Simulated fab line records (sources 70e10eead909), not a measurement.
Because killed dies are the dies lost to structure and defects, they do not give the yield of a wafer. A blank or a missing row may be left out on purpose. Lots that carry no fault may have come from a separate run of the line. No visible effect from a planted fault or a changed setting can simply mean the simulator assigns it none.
The same fault as seen by 2 desks -- flow nand_harc -- only its own numbers are on each desk; what lay behind them is given at the end

TOOL OWNER'S DESK, pvd_sputter-01
The tool's own readings at NHARC_P_M2_PVD_21 (deposits Cu, target thk 30 nm, time 20.49 s): means of the sampled wafers that have a number, for each lot that ran on this tool. If a lot's mean is further than 4 standard deviations from the usual mean, the lot is out of limits and carries the mark OUT (the distance appears in the brackets).
Columns: A = substrate_temp_c at NHARC_P_M2_PVD_21, usual 30.00 C; B = throttle_valve_pct at NHARC_P_M2_PVD_21, usual 29.6 %
lot,first seen here,A,B
L274,day 6 21:53,30.05,30.0
L275,day 7 07:49,29.90,29.4
L278,day 8 07:31,29.92,29.3
L277,day 8 08:19,29.97,29.4
L279,day 9 07:26,30.04,29.8
L286,day 12 17:31,30.08,29.6
This desk found nothing out of limits on any of the 6 lots.

THE METROLOGY DESK
What the gauges read, lot by lot, whatever tool the lot ran on: means of the sampled wafers that have a number. If a lot's mean is further than 4 standard deviations from the usual mean, the lot is out of limits and carries the mark OUT (the distance appears in the brackets).
Columns: A = cd_nm at NHARC_THIN_TSV_CD_MEAS_33, usual 4998.8 nm
lot,first seen here,A
L275,day 24 09:17,5000.5
L274,day 24 10:37,4997.8
L273,day 24 11:43,4999.2
L277,day 25 16:40,4999.0
L278,day 26 15:29,4998.2
L279,day 26 21:19,4998.4
L289,day 30 02:30,4997.0
L290,day 30 03:40,4997.7
L286,day 30 07:31,4995.8
L291,day 31 05:10,4997.5
L293,day 32 09:59,4999.6
This desk found nothing out of limits on any of the 11 lots.

PUT TOGETHER
Nothing out of limits was seen by the tool owner's desk.
The metrology desk saw nothing out of limits.

WHAT THE SIMULATOR HAD INSERTED
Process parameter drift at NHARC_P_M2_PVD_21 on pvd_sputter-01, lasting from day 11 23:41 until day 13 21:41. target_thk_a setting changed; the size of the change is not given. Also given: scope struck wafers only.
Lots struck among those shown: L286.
